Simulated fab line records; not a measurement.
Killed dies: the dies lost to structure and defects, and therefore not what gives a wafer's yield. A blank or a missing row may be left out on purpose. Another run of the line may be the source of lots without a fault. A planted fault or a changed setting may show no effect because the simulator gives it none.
fab line records	flow nandHarc
[record] lots = 24	wafers = 72	lastDay = 34
route steps=1302 shown A_CONTACT@1001
lots that met no fault: from a run of the same line without faults
startH: hours from the record's opening day to when the first of the lot's shown wafers began	waitH: hours since the lot's step before	" repeats the value in the row above	L1.1+2: several wafers, shown together as one row	- no value, or no start given	* or withheld: withheld	< > ~ a bound
route shown NAME@n: NAME is a module with steps in the file, n the number in the route of the first one	usual: mean and standard deviation over wafers with no fault	same: alike in all rows	chamber/n: place in a boat	sites: the reading at each site	_std_site: standard deviation of those values	_edge_site: inner sites' mean taken away from outer sites' mean	radiusMm: for every site, how far away it sits from the centre of the wafer	mask NAME#n: copy n	behind: tool/chamber where the wafer was last shaped	hold: reason for holding the lot/hours on hold/outcome of the hold	device: transistor that didn't switch, given as n, p or np	end of line: tests run on the same wafers once the route is complete	where a step has no rows: the recipe by itself	killed: dies that structure and defects cost at the first sort, which is not the same as the wafer's yield	map: a wafer's dies, x killed, . not, _ none there
set.NAME: the setting that was run; set.NAME@STEP: the one run at that earlier step	model.NAME: the simulator's own value behind a step, which no gauge read
route steps across a sampled set of lots; one table per step, one row per wafer
services: from which hour (startH, from the record's first day; less than 0 if before it) a tool's chamber was out of use, for how many hours, and why
[[steps]]
[step NHARC_A_CONTACT_ETCH_48]
[recipe] targetDepthA = 390	overEtchFrac = 0.3	timeS = 65	ionEnergyEv = 80	cf4FlowSccm = 150	arFlowSccm = 0	rfW = 300	biasW = 100	chemistry = CF4
[usual] drypumpMotorCurrentA = 6.1/0.43	oesProductAu = 1.001/0.0076	rfVppV = 151.0/1.1	showerheadPlenumPTorr = 1.76/0.075	throttleValvePct = 13.284/0.0095
lot.wafer	tool	chamber	startH	waitH	drypumpMotorCurrentA	oesProductAu	rfHoursCounterH	rfVppV	showerheadPlenumPTorr	throttleValvePct
L075.1	rieDiel-04	1	501.65	0.1	6.7	0.996	51	150.6	1.81	13.278
L075.4	"	3	"	"	6.0	0.999	50	150.2	1.72	13.280
L075.2	"	0	"	"	6.1	1.001	57	148.8	1.65	13.299
L074.4	rieDiel-07	0	502.36	0.1	6.0	0.984	4	151.1	1.79	13.297
L074.3	"	1	"	"	6.1	0.997	4	153.0	1.87	13.280
L074.6	"	3	"	"	5.1	0.985	-	150.8	1.71	13.272
L076.1	rieDiel-07	3	509.01	0.1	5.1	0.990	7	151.1	1.71	13.297
L076.4	"	1	"	"	6.1	0.995	7	151.9	1.87	13.280
L076.6	"	3	"	"	5.1	0.994	-	150.9	1.71	13.291
L077.1	rieDiel-04	1	517.50	0.1	6.8	0.999	55	151.5	1.81	13.273
L077.3	"	2	"	"	6.3	0.995	52	150.8	1.70	13.292
L077.5	"	0	"	"	6.1	1.000	-	150.0	1.65	13.279
L079.1	rieDiel-04	1	531.40	0.1	6.7	0.993	60	152.0	1.81	13.273
L079.4	"	3	"	"	6.0	1.018	61	149.9	1.71	13.259
L079.5	"	1	"	"	6.7	0.992	-	153.2	1.81	13.290
L078.2	rieDiel-09	0	531.94	0.1	5.6	0.992	4	150.0	1.69	13.277
L078.3	"	1	"	"	6.5	1.002	5	152.2	1.72	13.281
L078.4	"	2	"	"	5.9	1.003	5	150.4	1.67	13.284
L080.3	rieDiel-09	2	556.60	0.1	5.9	0.993	10	148.5	1.67	13.273
L080.4	"	0	"	"	5.5	1.003	8	150.3	1.69	13.270
L080.5	"	2	"	"	5.9	0.993	-	150.1	1.67	13.281
L082.1	rieDiel-09	0	587.19	0.1	5.6	0.985	11	149.3	1.69	13.291
L082.2	"	1	"	"	6.4	1.001	13	151.0	1.72	13.260
L082.6	"	0	"	"	5.6	0.987	-	150.6	1.69	13.286
L081.2	rieDiel-07	3	587.36	0.1	5.1	1.008	31	151.1	1.70	13.278
L081.5	"	0	"	"	6.0	1.002	-	151.0	1.78	13.291
L081.6	"	1	"	"	6.1	1.007	-	152.1	1.86	13.288
L083.1	rieDiel-09	0	591.94	0.1	5.5	1.001	12	150.4	1.69	13.292
L083.2	"	1	"	"	6.4	1.008	14	149.3	1.72	13.274
L083.6	"	0	"	"	5.6	0.999	-	149.8	1.69	13.288
L084.1	rieDiel-04	3	594.64	0.1	6.0	0.996	15	151.7	1.71	13.304
L084.3	"	0	"	"	6.1	1.001	15	152.8	1.90	13.273
L084.6	"	3	"	"	6.0	1.002	-	151.4	1.71	13.297
L085.1	rieDiel-09	2	614.06	0.1	5.8	0.996	19	148.6	1.67	13.290
L085.2	"	0	"	"	5.5	0.994	15	149.7	1.69	13.295
L085.5	"	3	"	"	5.8	0.997	-	151.6	1.86	13.278
L086.4	rieDiel-04	0	615.07	0.1	6.1	0.999	22	151.7	1.90	13.291
L086.2	"	2	"	"	6.3	0.989	23	149.9	1.69	13.298
L086.6	"	0	"	"	6.1	1.008	-	151.7	1.90	13.269
L088.4	rieDiel-04	0	635.64	0.1	6.1	0.992	32	152.5	1.90	13.290
L088.2	"	2	"	"	6.3	0.998	30	151.5	1.69	13.294
L088.5	"	0	"	"	6.1	0.984	-	152.0	1.90	13.292
L089.3	rieDiel-07	2	637.46	0.1	6.4	1.009	47	150.5	1.76	13.287
L089.2	"	3	"	"	5.0	0.992	43	151.6	1.70	13.277
L089.4	"	1	"	"	6.1	1.004	-	153.0	1.86	13.275
L087.3	rieDiel-09	3	641.40	0.1	5.9	1.000	21	153.9	1.86	13.289
L087.2	"	2	"	"	5.8	0.992	23	148.7	1.67	13.275
L087.5	"	0	"	"	5.5	0.974	-	149.9	1.69	13.271
L090.4	rieDiel-04	2	667.25	0.1	6.3	0.998	40	150.3	1.69	13.282
L090.3	"	3	"	"	6.0	1.002	45	150.2	1.70	13.281
L090.2	"	0	"	"	6.1	0.998	45	153.1	1.90	13.287
L091.4	rieDiel-07	0	676.71	0.1	6.0	1.011	4	151.3	1.78	13.295
L091.2	"	3	"	"	5.1	1.002	3	149.3	1.70	13.281
L091.5	"	0	"	"	6.0	1.001	-	151.5	1.78	13.287
L092.3	rieDiel-04	3	677.03	0.1	6.0	1.009	47	150.4	1.70	13.292
L092.1	"	2	"	"	6.3	0.998	42	150.8	1.69	13.282
L092.6	"	0	"	"	6.0	1.013	-	152.3	1.89	13.290
L093.1	rieDiel-07	1	710.84	0.1	6.1	0.987	18	150.3	1.85	13.279
L093.6	"	1	"	"	6.1	1.006	-	150.1	1.85	13.287
L093.4	"	0	"	"	6.0	1.005	-	150.2	1.77	13.273
L094.2	rieDiel-09	1	711.34	0.1	6.4	1.009	4	150.1	1.72	13.291
L094.4	"	2	"	"	5.9	1.003	3	149.4	1.66	13.292
L094.1	"	3	"	"	5.9	1.006	4	151.5	1.85	13.292
L095.3	rieDiel-07	0	712.50	1.1	6.1	1.003	17	150.9	1.77	13.275
L095.1	"	1	"	"	6.1	1.002	19	152.0	1.85	13.278
L095.5	"	3	"	"	5.1	1.004	-	151.4	1.69	13.284
L096.2	rieDiel-04	2	727.07	0.1	6.4	1.006	3	151.1	1.68	13.303
L096.5	"	2	"	"	6.4	1.001	-	151.0	1.68	13.287
L096.6	"	3	"	"	6.0	1.011	-	150.3	1.70	13.297
L097.1	rieDiel-04	3	727.42	0.2	6.0	0.994	3	151.3	1.70	13.299
L097.4	"	1	"	"	6.7	1.007	5	150.9	1.79	13.293
L097.5	"	3	"	"	6.0	0.999	-	149.3	1.70	13.291
[step NHARC_A_CONTACT_ETCH_120]
[recipe] sourceW = withheld	pressureMtorr = 20	biasV = 3000	timeS = 190	targetDepthA = 18500	arFlowSccm = withheld	c4f8FlowSccm = withheld	o2FlowSccm = withheld	chemistry = C4F8/O2/Ar
lot.wafer	tool	chamber	startH	waitH	rfHoursCounterH
L075.2	harCapEtch-02	0	505.13	0.1	86
L075.1	"	1	"	"	86
L075.4	"	1	"	"	-
L074.3	harCapEtch-03	1	505.85	0.1	-
L074.4	"	0	"	"	-
L074.6	"	0	"	"	-
L076.1	harCapEtch-02	0	512.33	0.1	88
L076.4	"	0	"	"	-
L076.6	"	0	"	"	-
L077.1	harCapEtch-02	1	520.80	0.1	90
L077.3	"	1	"	"	-
L077.5	"	1	"	"	-
L079.1	harCapEtch-03	1	534.71	0.1	47
L079.4	"	1	"	"	-
L079.5	"	1	"	"	-
L078.2	harCapEtch-02	0	535.34	0.1	94
L078.3	"	0	"	"	-
L078.4	"	1	"	"	-
L080.3	harCapEtch-02	1	560.09	0.1	-
L080.4	"	0	"	"	-
L080.5	"	0	"	"	-
L082.1	harCapEtch-02	1	590.49	0.1	100
L082.2	"	0	"	"	100
L082.6	"	0	"	"	-
L081.2	harCapEtch-03	0	590.65	0.1	54
L081.5	"	0	"	"	-
L081.6	"	1	"	"	-
L083.1	harCapEtch-01	0	595.25	0.1	12
L083.2	"	1	"	"	12
L083.6	"	1	"	"	-
L084.1	harCapEtch-02	0	597.97	0.1	102
L084.3	"	1	"	"	-
L084.6	"	0	"	"	-
L085.1	harCapEtch-02	1	617.41	0.1	107
L085.2	"	0	"	"	107
L085.5	"	0	"	"	-
L086.2	harCapEtch-03	0	618.37	0.1	60
L086.4	"	1	"	"	-
L086.6	"	1	"	"	-
L088.2	harCapEtch-01	1	638.96	0.1	20
L088.4	"	0	"	"	-
L088.5	"	1	"	"	-
L089.2	harCapEtch-03	0	641.29	0.2	64
L089.3	"	0	"	"	-
L089.4	"	1	"	"	-
L087.2	harCapEtch-02	0	645.22	0.2	113
L087.3	"	1	"	"	-
L087.5	"	0	"	"	-
L090.2	harCapEtch-02	1	671.66	0.3	117
L090.4	"	0	"	"	-
L090.3	"	1	"	"	-
L091.2	harCapEtch-01	0	680.01	0.1	27
L091.4	"	0	"	"	-
L091.5	"	0	"	"	-
L092.1	harCapEtch-03	0	680.36	0.1	70
L092.3	"	0	"	"	-
L092.6	"	0	"	"	-
L093.1	harCapEtch-02	1	714.53	0.1	123
L093.4	"	0	"	"	-
L093.6	"	0	"	"	-
L094.1	harCapEtch-01	0	714.65	0.1	32
L094.2	"	1	"	"	32
L094.4	"	0	"	"	-
L095.1	harCapEtch-03	1	716.15	0.1	75
L095.3	"	1	"	"	-
L095.5	"	1	"	"	-
L096.2	harCapEtch-02	1	730.61	0.1	127
L096.6	"	0	"	"	-
L096.5	"	1	"	"	-
L097.1	harCapEtch-01	0	731.49	0.1	36
L097.4	"	0	"	"	-
L097.5	"	1	"	"	-
[step NHARC_A_CONTACT_CD_MEAS_53]
[usual] cdNm = 289.5/0.66
lot.wafer	tool	chamber	startH	waitH	cdNm
L075.1	cdSem-01	-	506.84	-	289.3
L075.2	"	-	"	"	289.9
L075.4	"	-	"	"	289.0
L074.3	cdSem-03	-	507.51	-	290.3
L074.4	"	-	"	"	290.2
L074.6	"	-	"	"	289.9
L076.1	cdSem-03	-	514.02	-	289.1
L076.4	"	-	"	"	289.1
L076.6	"	-	"	"	289.3
L077.1	cdSem-03	-	522.52	-	289.6
L077.3	"	-	"	"	289.5
L077.5	"	-	"	"	290.0
L079.1	cdSem-02	-	536.41	-	290.0
L079.4	"	-	"	"	290.2
L079.5	"	-	"	"	290.3
L078.2	cdSem-02	-	537.06	-	290.2
L078.3	"	-	"	"	290.5
L078.4	"	-	"	"	290.7
L080.3	cdSem-03	-	561.75	-	288.9
L080.4	"	-	"	"	288.7
L080.5	"	-	"	"	289.0
L082.1	cdSem-03	-	592.19	-	288.1
L082.2	"	-	"	"	287.9
L082.6	"	-	"	"	288.1
L081.2	cdSem-02	-	592.42	-	288.6
L081.5	"	-	"	"	288.7
L081.6	"	-	"	"	288.4
L083.1	cdSem-02	-	596.95	-	289.9
L083.2	"	-	"	"	290.4
L083.6	"	-	"	"	289.9
L084.1	cdSem-02	-	599.65	-	288.7
L084.3	"	-	"	"	288.6
L084.6	"	-	"	"	289.7
L085.1	cdSem-03	-	619.12	-	289.8
L085.2	"	-	"	"	289.9
L085.5	"	-	"	"	289.8
L086.2	cdSem-01	-	620.08	-	289.4
L086.4	"	-	"	"	289.6
L086.6	"	-	"	"	289.0
L088.2	cdSem-02	-	640.65	-	289.8
L088.4	"	-	"	"	290.1
L088.5	"	-	"	"	289.6
L089.2	cdSem-03	-	643.34	-	288.3
L089.3	"	-	"	"	288.2
L089.4	"	-	"	"	288.7
L087.2	cdSem-01	-	647.59	-	288.7
L087.3	"	-	"	"	289.1
L087.5	"	-	"	"	289.0
L090.2	cdSem-01	-	674.12	-	289.3
L090.3	"	-	"	"	289.2
L090.4	"	-	"	"	289.7
L091.2	cdSem-01	-	681.72	-	289.9
L091.4	"	-	"	"	289.8
L091.5	"	-	"	"	289.9
L092.1	cdSem-01	-	682.09	-	289.9
L092.3	"	-	"	"	289.6
L092.6	"	-	"	"	290.5
L093.1	cdSem-01	-	716.20	-	289.1
L093.4	"	-	"	"	289.3
L093.6	"	-	"	"	289.7
L094.1	cdSem-03	-	716.36	-	290.0
L094.2	"	-	"	"	289.9
L094.4	"	-	"	"	289.4
L095.1	cdSem-03	-	717.85	-	290.1
L095.3	"	-	"	"	290.7
L095.5	"	-	"	"	290.9
L096.2	cdSem-02	-	732.35	-	289.6
L096.5	"	-	"	"	289.6
L096.6	"	-	"	"	290.4
L097.1	cdSem-02	-	733.17	-	289.8
L097.4	"	-	"	"	289.7
L097.5	"	-	"	"	290.0
[step NHARC_A_CONTACT_ETCH_102]
[recipe] targetDepthA = 1000	overetchA = 100	timeS = 55	ionEnergyEv = 100	cf4FlowSccm = 80	o2FlowSccm = 20	arFlowSccm = 0	rfW = 300	biasW = 100	chemistry = CF4/O2
[usual] drypumpMotorCurrentA = 6.0/0.43	oesProductAu = 1.001/0.0076	rfVppV = 197.6/1.5	showerheadPlenumPTorr = 1.33/0.061	throttleValvePct = 13.397/0.0085
lot.wafer	tool	chamber	startH	waitH	drypumpMotorCurrentA	oesProductAu	rfHoursCounterH	rfVppV	showerheadPlenumPTorr	throttleValvePct
L075.2	rieDiel-09	1	507.17	0.1	6.5	0.992	0	197.3	1.30	13.392
L075.1	"	2	"	"	5.9	0.998	0	195.1	1.26	13.390
L075.4	"	0	"	"	5.6	0.978	0	197.4	1.27	13.408
L074.4	rieDiel-09	0	507.80	0.1	5.6	0.990	0	197.0	1.27	13.387
L074.3	"	1	"	"	6.4	0.997	0	196.9	1.30	13.393
L074.6	"	2	"	"	5.9	0.995	-	197.4	1.26	13.401
L076.1	rieDiel-04	3	514.31	0.1	6.1	0.997	54	198.1	1.29	13.392
L076.4	"	0	"	"	6.1	0.993	62	195.1	1.24	13.394
L076.6	"	3	"	"	6.0	1.004	-	197.1	1.29	13.395
L077.1	rieDiel-04	3	522.83	0.1	6.0	1.004	56	196.9	1.29	13.396
L077.3	"	0	"	"	6.0	1.001	64	194.4	1.24	13.396
L077.5	"	1	"	"	6.7	1.004	-	198.1	1.37	13.383
L079.1	rieDiel-07	2	536.77	0.1	6.5	1.001	18	198.2	1.33	13.402
L079.4	"	1	"	"	6.1	0.995	18	200.1	1.42	13.407
L079.5	"	2	"	"	6.5	1.008	-	196.9	1.33	13.403
L078.4	rieDiel-09	2	537.48	0.2	5.9	1.001	8	197.3	1.26	13.389
L078.3	"	3	"	"	5.9	1.000	6	198.5	1.41	13.394
L078.2	"	1	"	"	6.4	1.014	7	197.0	1.30	13.400
L080.4	rieDiel-07	3	562.05	0.1	5.1	0.991	25	196.4	1.28	13.393
L080.3	"	0	"	"	6.0	0.993	21	197.2	1.35	13.398
L080.5	"	1	"	"	6.1	1.005	-	200.4	1.41	13.408
L082.2	rieDiel-07	3	592.52	0.1	5.1	0.997	33	196.6	1.28	13.411
L082.1	"	2	"	"	6.5	1.022	37	197.8	1.33	13.403
L082.6	"	3	"	"	5.1	1.002	-	196.5	1.28	13.377
L081.2	rieDiel-04	1	592.82	0.1	6.7	0.996	18	198.6	1.36	13.402
L081.5	"	0	"	"	6.1	0.988	-	200.4	1.44	13.387
L081.6	"	1	"	"	6.8	1.002	-	198.7	1.36	13.400
L083.2	rieDiel-04	2	597.25	0.1	6.3	0.999	17	197.4	1.28	13.392
L083.1	"	3	"	"	6.0	0.998	16	196.1	1.29	13.401
L083.6	"	0	"	"	6.1	0.989	-	199.9	1.44	13.393
L084.3	rieDiel-04	0	599.95	0.1	6.1	0.998	17	201.1	1.44	13.394
L084.1	"	3	"	"	6.0	0.999	17	196.3	1.29	13.400
L084.6	"	0	"	"	6.1	0.988	-	200.0	1.44	13.402
L085.2	rieDiel-09	1	619.42	0.1	6.4	1.001	19	198.3	1.30	13.397
L085.1	"	0	"	"	5.6	0.981	16	196.8	1.27	13.395
L085.5	"	2	"	"	5.8	1.000	-	196.6	1.25	13.393
L086.4	rieDiel-09	2	620.37	0.0	5.8	0.986	21	195.8	1.26	13.385
L086.2	"	1	"	"	6.5	1.005	19	197.6	1.30	13.406
L086.6	"	3	"	"	5.9	0.988	-	198.5	1.41	13.378
L088.2	rieDiel-09	2	640.93	0.1	5.9	1.000	23	197.1	1.25	13.413
L088.4	"	1	"	"	6.5	0.998	21	195.8	1.30	13.408
L088.5	"	2	"	"	5.8	1.007	-	195.1	1.25	13.405
L089.4	rieDiel-09	2	643.63	0.1	5.9	0.995	24	195.0	1.25	13.383
L089.3	"	3	"	"	5.8	0.994	22	199.1	1.40	13.392
L089.2	"	0	"	"	5.6	0.995	20	196.4	1.27	13.392
L087.3	rieDiel-04	1	647.88	0.1	6.7	1.006	35	198.3	1.36	13.394
L087.2	"	2	"	"	6.3	1.006	33	197.4	1.27	13.387
L087.5	"	1	"	"	6.8	1.008	-	197.5	1.36	13.398
L090.3	rieDiel-07	2	674.41	0.1	6.5	1.005	5	198.2	1.33	13.405
L090.4	"	3	"	"	5.1	0.992	3	197.2	1.28	13.399
L090.2	"	0	"	"	6.0	1.007	4	197.8	1.34	13.393
L091.2	rieDiel-04	3	682.09	0.1	6.0	1.008	49	196.1	1.28	13.390
L091.4	"	1	"	"	6.8	1.010	46	198.5	1.36	13.395
L091.5	"	0	"	"	6.0	1.008	-	199.4	1.43	13.407
L092.1	rieDiel-04	3	682.64	0.1	6.0	0.995	49	199.4	1.28	13.399
L092.3	"	0	"	"	6.1	1.007	49	199.7	1.43	13.381
L092.6	"	2	"	"	6.3	1.008	-	195.9	1.27	13.387
L093.4	rieDiel-09	2	716.52	0.1	5.8	0.991	4	195.7	1.25	13.406
L093.1	"	3	"	"	5.9	0.992	5	199.1	1.40	13.378
L093.6	"	1	"	"	6.5	1.008	-	196.2	1.29	13.393
L094.1	rieDiel-07	1	716.68	0.1	6.1	1.010	21	198.6	1.40	13.402
L094.2	"	0	"	"	6.0	1.008	20	198.4	1.34	13.409
L094.4	"	0	"	"	6.0	1.006	-	197.4	1.34	13.388
L095.3	rieDiel-07	1	718.17	0.1	6.1	1.010	22	200.4	1.40	13.398
L095.1	"	0	"	"	6.0	0.996	20	198.6	1.34	13.401
L095.5	"	0	"	"	6.0	1.006	-	197.2	1.34	13.402
L096.2	rieDiel-09	0	732.64	0.1	5.6	1.009	9	197.1	1.27	13.402
L096.5	"	0	"	"	5.6	1.008	-	197.1	1.27	13.385
L096.6	"	1	"	"	6.5	1.000	-	197.1	1.29	13.402
L097.4	rieDiel-07	3	733.47	0.1	5.0	0.996	24	196.5	1.27	13.400
L097.1	"	1	"	"	6.1	1.005	30	199.5	1.40	13.391
L097.5	"	3	"	"	5.0	1.009	-	197.6	1.27	13.410
[step NHARC_A_CONTACT_ETCH_75]
[recipe] targetDepthA = 390	overEtchFrac = 0.3	timeS = 65	ionEnergyEv = 80	cf4FlowSccm = 150	arFlowSccm = 0	rfW = 300	biasW = 100	chemistry = CF4
[usual] drypumpMotorCurrentA = 6.0/0.38	oesProductAu = 1.000/0.0071	rfVppV = 151.1/1.3	showerheadPlenumPTorr = 1.75/0.077	throttleValvePct = 13.283/0.0086
lot.wafer	tool	chamber	startH	waitH	drypumpMotorCurrentA	oesProductAu	rfHoursCounterH	rfVppV	showerheadPlenumPTorr	throttleValvePct
L075.1	rieDiel-09	0	513.36	0.1	5.6	0.995	1	149.8	1.69	13.278
L075.4	"	1	"	"	6.5	1.009	1	150.9	1.73	13.287
L075.2	"	3	"	"	5.9	1.009	1	152.3	1.86	13.276
L074.4	rieDiel-09	1	516.36	0.1	6.5	1.005	2	150.3	1.73	13.290
L074.3	"	3	"	"	5.8	0.998	1	152.4	1.86	13.273
L074.6	"	1	"	"	6.4	1.000	-	151.2	1.73	13.297
L076.1	rieDiel-09	1	521.55	0.1	6.4	1.002	3	151.7	1.73	13.276
L076.4	"	3	"	"	5.9	1.010	2	151.9	1.86	13.288
L076.6	"	1	"	"	6.4	0.999	-	150.5	1.73	13.282
L077.1	rieDiel-09	2	527.73	0.1	5.8	0.994	4	149.0	1.67	13.287
L077.3	"	3	"	"	5.9	1.004	3	152.8	1.86	13.289
L077.5	"	2	"	"	5.9	0.998	-	149.2	1.67	13.268
L079.4	rieDiel-09	1	541.50	0.1	6.4	1.005	7	151.7	1.72	13.278
L079.1	"	2	"	"	5.9	0.991	8	149.7	1.67	13.274
L079.5	"	1	"	"	6.5	1.005	-	151.1	1.72	13.282
L078.4	rieDiel-04	3	542.25	0.1	6.0	0.998	0	151.0	1.71	13.283
L078.2	"	0	"	"	6.0	1.001	0	152.8	1.91	13.288
L078.3	"	2	"	"	6.3	0.990	0	149.4	1.70	13.306
L080.4	rieDiel-09	2	566.96	0.1	5.8	1.000	12	149.6	1.67	13.284
L080.3	"	3	"	"	5.9	0.997	9	152.9	1.86	13.287
L080.5	"	0	"	"	5.6	0.992	-	150.2	1.69	13.271
L082.1	rieDiel-09	2	601.83	0.1	5.8	1.007	16	150.2	1.67	13.272
L082.2	"	3	"	"	5.9	1.004	13	152.9	1.86	13.286
L082.6	"	0	"	"	5.6	0.994	-	151.3	1.69	13.293
L081.2	rieDiel-04	3	603.38	0.6	6.0	0.996	19	150.3	1.71	13.301
L081.5	"	1	"	"	6.7	0.993	-	151.4	1.80	13.288
L081.6	"	2	"	"	6.3	0.998	-	151.4	1.69	13.301
L083.1	rieDiel-09	3	605.41	0.1	5.9	1.007	14	151.3	1.86	13.297
L083.2	"	0	"	"	5.5	0.989	13	150.2	1.69	13.282
L083.6	"	2	"	"	5.8	0.989	-	149.4	1.67	13.288
L084.3	rieDiel-07	2	606.99	0.1	6.5	1.001	41	150.5	1.76	13.277
L084.1	"	0	"	"	6.0	1.008	35	150.9	1.78	13.296
L084.6	"	3	"	"	5.1	0.985	-	151.2	1.70	13.286
L085.2	rieDiel-07	1	629.34	0.1	6.1	0.992	48	152.5	1.86	13.286
L085.1	"	0	"	"	6.1	1.001	42	151.5	1.78	13.284
L085.5	"	2	"	"	6.5	1.003	-	151.5	1.76	13.279
L086.2	rieDiel-09	0	629.57	0.1	5.6	0.986	17	149.8	1.69	13.272
L086.6	"	3	"	"	5.8	0.993	-	152.4	1.86	13.296
L086.4	"	0	"	"	5.5	0.991	-	149.8	1.69	13.276
L088.2	rieDiel-09	1	646.43	0.1	6.4	1.004	22	151.2	1.72	13.280
L088.4	"	3	"	"	5.8	1.000	23	151.9	1.86	13.276
L088.5	"	2	"	"	5.9	1.010	-	149.4	1.67	13.277
L089.2	rieDiel-09	3	648.40	0.1	5.9	0.993	24	151.7	1.86	13.278
L089.3	"	0	"	"	5.6	0.988	21	148.5	1.69	13.274
L089.4	"	1	"	"	6.5	0.999	23	151.3	1.72	13.280
L087.2	rieDiel-04	1	653.22	0.3	6.8	0.994	38	151.5	1.80	13.296
L087.3	"	2	"	"	6.3	1.011	36	150.5	1.69	13.276
L087.5	"	1	"	"	6.7	1.007	-	152.0	1.80	13.270
L090.2	rieDiel-09	3	683.76	0.1	5.9	0.999	0	153.3	1.85	13.282
L090.4	"	1	"	"	6.4	1.009	0	152.5	1.72	13.269
L090.3	"	2	"	"	5.9	1.000	0	150.7	1.67	13.290
L091.4	rieDiel-04	0	688.64	0.1	6.1	1.008	52	152.8	1.89	13.273
L091.2	"	2	"	"	6.3	0.997	49	149.1	1.69	13.272
L091.5	"	0	"	"	6.0	0.999	-	152.8	1.89	13.281
L092.3	rieDiel-09	3	692.72	0.1	5.8	1.001	1	152.0	1.85	13.282
L092.1	"	0	"	"	5.5	0.997	2	151.0	1.69	13.274
L092.6	"	3	"	"	5.8	0.993	-	153.3	1.85	13.293
L093.4	rieDiel-09	3	722.14	0.1	5.9	1.006	6	153.3	1.85	13.283
L093.1	"	1	"	"	6.5	1.012	5	150.8	1.72	13.286
L093.6	"	0	"	"	5.6	1.002	-	149.3	1.68	13.282
L094.1	rieDiel-04	0	722.97	0.1	6.1	0.997	4	153.2	1.89	13.278
L094.2	"	1	"	"	6.8	1.005	4	151.0	1.79	13.277
L094.4	"	2	"	"	6.3	1.011	2	151.1	1.68	13.294
L095.3	rieDiel-09	0	723.91	0.1	5.6	0.997	7	150.2	1.68	13.288
L095.1	"	2	"	"	5.8	0.998	6	148.8	1.66	13.269
L095.5	"	1	"	"	6.5	1.014	-	151.0	1.72	13.300
L096.2	rieDiel-09	2	737.58	0.1	5.8	0.996	8	150.1	1.66	13.266
L096.6	"	2	"	"	5.8	1.002	-	148.9	1.66	13.271
L096.5	"	3	"	"	5.8	0.991	-	152.7	1.85	13.287
L097.4	rieDiel-07	1	738.36	0.1	6.1	0.996	31	152.5	1.85	13.297
L097.1	"	2	"	"	6.5	1.012	17	149.4	1.75	13.288
L097.5	"	1	"	"	6.1	1.002	-	151.8	1.85	13.284
[step NHARC_A_CONTACT_ETCH_127]
[recipe] sourceW = withheld	pressureMtorr = 20	biasV = 3000	timeS = 197	targetDepthA = 19180	arFlowSccm = withheld	c4f8FlowSccm = withheld	o2FlowSccm = withheld	chemistry = C4F8/O2/Ar
lot.wafer	tool	chamber	startH	waitH	rfHoursCounterH
L075.2	harCapEtch-01	0	515.45	0.1	0
L075.1	"	1	"	"	0
L075.4	"	0	"	"	-
L074.3	harCapEtch-03	0	518.43	0.1	-
L074.4	"	1	"	"	-
L074.6	"	1	"	"	-
L076.1	harCapEtch-03	1	523.57	0.1	44
L076.4	"	0	"	"	-
L076.6	"	0	"	"	-
L077.1	harCapEtch-01	1	529.72	0.1	4
L077.3	"	0	"	"	-
L077.5	"	1	"	"	-
L079.1	harCapEtch-01	1	543.53	0.1	7
L079.4	"	1	"	"	-
L079.5	"	0	"	"	-
L078.2	harCapEtch-02	1	544.50	0.2	95
L078.4	"	0	"	"	-
L078.3	"	1	"	"	-
L080.4	harCapEtch-03	1	569.03	0.1	-
L080.3	"	0	"	"	-
L080.5	"	1	"	"	-
L082.1	harCapEtch-03	1	603.84	0.1	55
L082.2	"	0	"	"	55
L082.6	"	1	"	"	-
L081.2	harCapEtch-01	1	605.41	0.1	13
L081.5	"	1	"	"	-
L081.6	"	0	"	"	-
L083.2	harCapEtch-02	0	607.41	0.1	104
L083.1	"	1	"	"	104
L083.6	"	1	"	"	-
L084.1	harCapEtch-03	1	609.38	0.1	57
L084.3	"	0	"	"	-
L084.6	"	0	"	"	-
L085.1	harCapEtch-03	1	631.42	0.1	61
L085.2	"	0	"	"	61
L085.5	"	0	"	"	-
L086.2	harCapEtch-02	0	631.59	0.1	109
L086.4	"	0	"	"	-
L086.6	"	0	"	"	-
L088.2	harCapEtch-03	0	648.45	0.1	65
L088.4	"	1	"	"	-
L088.5	"	0	"	"	-
L089.2	harCapEtch-01	0	650.42	0.1	23
L089.4	"	0	"	"	-
L089.3	"	1	"	"	-
L087.2	harCapEtch-02	0	655.80	0.2	115
L087.3	"	0	"	"	-
L087.5	"	1	"	"	-
L090.2	harCapEtch-02	1	685.80	0.1	119
L090.3	"	0	"	"	-
L090.4	"	1	"	"	-
L091.2	harCapEtch-01	1	690.66	0.1	28
L091.4	"	1	"	"	-
L091.5	"	1	"	"	-
L092.1	harCapEtch-02	0	694.92	0.1	120
L092.3	"	1	"	"	-
L092.6	"	0	"	"	-
L093.1	harCapEtch-02	1	724.15	0.1	125
L093.4	"	0	"	"	-
L093.6	"	1	"	"	-
L094.1	harCapEtch-01	1	724.98	0.1	34
L094.2	"	0	"	"	34
L094.4	"	1	"	"	-
L095.1	harCapEtch-03	0	725.95	0.1	77
L095.3	"	0	"	"	-
L095.5	"	0	"	"	-
L096.2	harCapEtch-01	0	739.63	0.1	38
L096.6	"	1	"	"	-
L096.5	"	0	"	"	-
L097.1	harCapEtch-02	1	740.40	0.1	130
L097.4	"	1	"	"	-
L097.5	"	0	"	"	-
[[services]]
tool	chamber	startH	hours	kind
rieDiel-09	-	497.10	9.0	pm
rieDiel-09	0	497.10	9.0	ventCycle
rieDiel-09	1	497.10	9.0	ventCycle
rieDiel-09	2	497.10	9.0	ventCycle
rieDiel-09	3	497.10	9.0	ventCycle
harCapEtch-01	-	497.24	17.0	pm
rieDiel-09	0	506.10	-	clean
rieDiel-09	1	506.10	-	clean
rieDiel-09	2	506.10	-	clean
rieDiel-09	3	506.10	-	clean
rieDiel-07	-	510.32	0.1	repair
rieDiel-04	-	533.09	9.0	pm
rieDiel-07	0	544.77	7.0	repair
rieDiel-04	-	611.73	0.7	repair
rieDiel-09	1	624.67	4.9	repair
rieDiel-07	0	634.89	8.1	repair
rieDiel-07	-	651.93	9.0	pm
rieDiel-09	-	662.10	3.7	repair
rieDiel-09	-	674.10	9.0	pm
rieDiel-07	3	700.75	5.1	repair
rieDiel-07	2	704.29	22.1	repair
rieDiel-04	1	704.74	2.4	repair
rieDiel-04	-	710.09	9.0	pm
rieDiel-07	-	736.39	1.2	repair
[[key]]
fault none
